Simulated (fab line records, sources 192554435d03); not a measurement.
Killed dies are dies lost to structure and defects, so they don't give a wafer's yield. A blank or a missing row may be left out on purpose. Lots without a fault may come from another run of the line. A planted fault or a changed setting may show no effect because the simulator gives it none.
fab line records | flow n5_finfet | part 2 of 2: steps 28 to 32 of 32
record lots=5 wafers=15 last_day=16
route steps=1938 shown BEOL_M7@1322 BEOL_M8@1332
lots that met no fault: from a run of the same line without faults
start_h: hours from the record's first day to the start of the lot's first wafer shown | wait_h: hours since the lot's step before | " the same as in the row above | L1.1+2: a row that stands for several wafers | - no value, or no start given | * or withheld: withheld | < > ~ a bound
route shown NAME@n: a module of which the file shows steps, and the number in the route of the first | usual: mean/standard deviation of fault-free wafers | same: alike in all rows | chamber/n: place in a boat | sites: the reading at each site | _std_site: their standard deviation | _edge_site: outer sites' mean less inner sites' | radius_mm: how far each site lies from the wafer's centre | mask NAME#n: copy n | behind: the tool/chamber that last shaped the wafer | hold: why the lot was held/for how many hours/how that ended | device: the transistor (n, p or np) that didn't switch | end of line: the same wafers' tests at the end of the route | a step without rows: its recipe alone | killed: dies lost to structure and defects at the first sort, not the wafer's yield | map: a wafer's dies, x killed, . not, _ none there
set.NAME: the setting as run; set.NAME@STEP: as run at that earlier step | model.NAME: the simulator's own value behind a step, which no gauge read
lots at some steps of the route; a table a step, a row a wafer
services: from which hour (start_h, from the record's first day; less than 0 if before it) a tool's chamber was out of use, for how many hours, and why
## steps
# step N5_BEOL_M8_ETCH_61
# recipe chemistry=CF4 target=SiARC target_depth_a=455 mask_material=CAR-ArF time_s=75.8 ion_energy_ev=80 pressure_mtorr=40 source_w=545 bias_w=36 Ar_flow_sccm=100 cf4_flow_sccm=100 ends=cleared
# usual drypump_motor_current_A=5.5/0.51 etch_rf_on_time_s=76.1/1.6 oes_product_au=0.67/0.064 rf_vpp_V=184.0/1.2 showerhead_plenum_p_Torr=2.14/0.074 throttle_valve_pct=15.63/0.26
# columns lot.wafer tool chamber start_h wait_h drypump_motor_current_A etch_rf_on_time_s oes_product_au rf_hours_counter_h rf_vpp_V showerhead_plenum_p_Torr throttle_valve_pct
L076.2 rie_diel-03 1 205.51 0.0 4.8 76.9 0.67 110 183.0 2.07 15.26
L076.3 " 0 " " 6.3 73.2 0.60 229 185.9 2.20 15.88
L076.5 " 1 " " 4.9 77.1 0.68 - 182.1 2.07 15.28
L080.1 rie_diel-01 1 230.48 0.0 5.7 73.8 0.78 25 183.8 2.10 15.39
L080.5 " 2 " " 5.1 77.0 0.66 - 183.9 2.24 15.92
L080.6 " 1 " " 5.7 74.5 0.78 - 183.7 2.10 15.39
L089.1 rie_diel-03 1 292.69 0.0 4.9 78.3 0.65 139 183.4 2.06 15.32
L089.4 " 1 " " 4.9 77.7 0.65 - 182.9 2.06 15.32
L089.6 " 3 " " 5.8 76.5 0.73 - 184.7 2.17 15.58
L090.1 rie_diel-01 0 299.05 0.0 5.6 76.0 0.60 250 182.9 2.10 15.93
L090.5 " 1 " " 5.7 75.2 0.74 - 182.7 2.09 15.45
L090.6 " 2 " " 5.1 78.5 0.63 - 185.3 2.23 15.95
L092.3 rie_diel-06 1 309.61 0.0 5.4 77.0 0.64 147 184.5 2.16 15.71
L092.4 " 2 " " 5.3 73.7 0.66 160 182.9 2.05 15.76
L092.6 " 1 " " 5.4 76.6 0.64 - 185.2 2.16 15.73
# step N5_BEOL_M8_ETCH_62
# recipe chemistry=N2/H2 target=SOC target_depth_a=1100 overetch_a=220 mask_material=SiARC temp_c=40 time_s=165 ion_energy_ev=200 pressure_mtorr=30 source_w=840 bias_w=150 n2_flow_sccm=200 h2_flow_sccm=200
# usual drypump_motor_current_A=5.5/0.51 h2_flow_sccm=200.0/0.61 oes_product_au=0.67/0.059 rf_vpp_V=523.8/2.7 showerhead_plenum_p_Torr=2.54/0.093 throttle_valve_pct=17.85/0.26
# columns lot.wafer tool chamber start_h wait_h drypump_motor_current_A h2_flow_sccm oes_product_au rf_hours_counter_h rf_vpp_V showerhead_plenum_p_Torr throttle_valve_pct
L076.2 rie_diel-03 1 205.57 0.0 4.8 200.1 0.67 110 520.4 2.45 17.43
L076.3 " 0 " " 6.2 200.5 0.59 229 525.2 2.62 18.11
L076.5 " 1 " " 4.9 198.7 0.67 - 521.0 2.45 17.39
L080.1 rie_diel-01 1 230.54 0.0 5.7 199.6 0.76 25 521.9 2.49 17.69
L080.5 " 2 " " 5.1 199.2 0.65 - 526.6 2.66 18.18
L080.6 " 1 " " 5.7 199.8 0.76 - 522.4 2.49 17.71
L089.1 rie_diel-03 1 292.75 0.0 4.8 199.9 0.65 139 518.8 2.44 17.45
L089.4 " 1 " " 4.8 200.5 0.65 - 520.3 2.44 17.46
L089.6 " 3 " " 5.8 201.0 0.73 - 524.4 2.57 17.75
L090.1 rie_diel-01 0 299.11 0.0 5.6 199.7 0.60 250 522.5 2.49 18.03
L090.5 " 1 " " 5.8 200.5 0.74 - 521.5 2.48 17.72
L090.6 " 2 " " 5.1 199.4 0.64 - 529.1 2.66 18.23
L092.3 rie_diel-06 1 309.66 0.0 5.4 198.6 0.64 147 524.9 2.53 17.79
L092.4 " 2 " " 5.2 198.6 0.64 160 519.9 2.44 18.12
L092.6 " 1 " " 5.4 199.2 0.64 - 523.8 2.53 17.79
# step N5_BEOL_M8_STRIP_68
# recipe chemistry=N2/H2 temp_c=40 n2_flow_sccm=200 h2_flow_sccm=200 rf_frequency_hz=6e+07
# columns lot.wafer tool chamber start_h wait_h
L076.2+3+5 rie_diel-03 1,0,1 205.70 0.1
L080.1+5+6 rie_diel-01 1,2,1 230.68 0.1
L089.1+4+6 rie_diel-03 1,1,3 292.88 0.1
L090.1+5+6 rie_diel-01 0,1,2 299.24 0.1
L092.3+4+6 rie_diel-06 1,2,1 309.80 0.1
# step N5_BEOL_M8_STRIP_67
# recipe chemistry=CF4 resist=SiARC power_w=300 bias_power_w=75 pressure_mtorr=50 cf4_flow_sccm=150 rf_frequency_hz=6e+07
# usual drypump_motor_current_A=5.5/0.51 oes_product_au=0.78/0.069 rf_vpp_V=271.1/1.8 showerhead_plenum_p_Torr=1.79/0.063 throttle_valve_pct=13.60/0.27
# columns lot.wafer tool chamber start_h wait_h drypump_motor_current_A oes_product_au rf_hours_counter_h rf_vpp_V showerhead_plenum_p_Torr throttle_valve_pct
L076.2 rie_diel-03 1 205.71 0.0 4.9 0.80 110 269.6 1.73 13.20
L076.3 " 0 " " 6.2 0.70 229 274.1 1.85 13.90
L076.5 " 1 " " 4.9 0.79 - 269.6 1.73 13.20
L080.1 rie_diel-01 1 230.69 0.0 5.7 0.90 25 270.5 1.76 13.35
L080.5 " 2 " " 5.1 0.77 - 273.5 1.87 13.85
L080.6 " 1 " " 5.7 0.90 - 270.4 1.76 13.35
L089.1 rie_diel-03 1 292.89 0.0 4.9 0.77 139 269.3 1.72 13.28
L089.4 " 1 " " 4.8 0.77 - 269.9 1.72 13.30
L089.6 " 3 " " 5.8 0.86 - 272.5 1.82 13.53
L090.1 rie_diel-01 0 299.25 0.0 5.6 0.71 250 269.5 1.77 13.98
L090.5 " 1 " " 5.7 0.87 - 272.6 1.76 13.41
L090.6 " 2 " " 5.1 0.75 - 272.9 1.86 13.90
L092.3 rie_diel-06 1 309.81 0.0 5.4 0.76 147 272.1 1.81 13.66
L092.4 " 2 " " 5.2 0.76 160 269.6 1.72 13.73
L092.6 " 1 " " 5.4 0.76 - 271.2 1.81 13.67
# step N5_BEOL_M8_HM_OPEN_17
# recipe chemistry=Cl2/BCl3 target_depth_a=200 overetch_a=60 target=TiN mask_material=SOC ion_energy_ev=150 pressure_mtorr=10 icp_w=1000 bias_w=126 Cl2_flow_sccm=53.25 bcl3_flow_sccm=21.75 Ar_flow_sccm=25
# usual drypump_motor_current_A=5.9/0.58 oes_product_au=0.63/0.096 throttle_valve_pct=22.24/0.23
# columns lot.wafer tool chamber start_h wait_h drypump_motor_current_A oes_product_au rf_hours_counter_h throttle_valve_pct
L076.2 rie_metal-01 1 205.75 0.0 5.5 0.67 41 22.05
L076.3 " 1 " " 5.5 0.67 - 22.05
L076.5 " 0 " " 5.9 0.50 - 22.15
L080.1 rie_metal-02 1 230.73 0.0 6.3 0.57 94 22.65
L080.5 " 1 " " 6.3 0.57 - 22.65
L080.6 " 0 " " 5.9 0.56 - 22.39
L089.1 rie_metal-03 0 292.93 0.0 6.7 0.58 91 22.29
L089.4 " 0 " " 6.7 0.58 - 22.28
L089.6 " 0 " " 6.7 0.58 - 22.29
L090.1 rie_metal-01 1 299.30 0.0 5.5 0.65 50 22.06
L090.5 " 0 " " 5.9 0.78 - 21.90
L090.6 " 1 " " 5.5 0.64 - 22.06
L092.3 rie_metal-01 0 309.88 0.1 5.9 0.77 - 21.91
L092.4 " 1 " " 5.5 0.65 - 22.07
L092.6 " 0 " " 5.9 0.78 - 21.91
## services
# columns tool chamber start_h hours kind
rie_diel-03 0 187.82 10.9 repair
rie_diel-06 0 188.36 17.2 repair
cmp-01 - 193.40 0.3 repair
uv_cure-01 - 201.85 7.1 repair
arfi_scanner-01 - 212.98 1.0 pm
rie_diel-03 1 213.27 14.2 repair
arfi_scanner-01 - 213.98 0.8 pm
rie_diel-03 0 218.88 6.2 repair
cvd_co-02 - 219.85 1.3 repair
cmp-01 - 221.20 4.0 pm
pecvd-03 2 237.15 4.5 repair
cvd_co-01 1 239.62 15.0 repair
ecd_cu-01 - 242.96 2.5 repair
cmp-01 - 247.09 14.3 pm
rie_diel-06 1 254.91 6.7 repair
rie_diel-06 3 258.08 2.7 repair
arfi_scanner-02 - 267.62 1.3 pm
pecvd-01 0 271.13 58.4 repair
pvd_sputter-03 - 278.15 5.5 repair
pecvd-01 2 280.52 5.9 repair
rtp_anneal-01 - 287.31 2.7 pm
arfi_scanner-01 - 292.41 3.9 pm
pvd_sputter-02 - 294.67 5.9 repair
arfi_scanner-01 - 305.44 1.0 pm
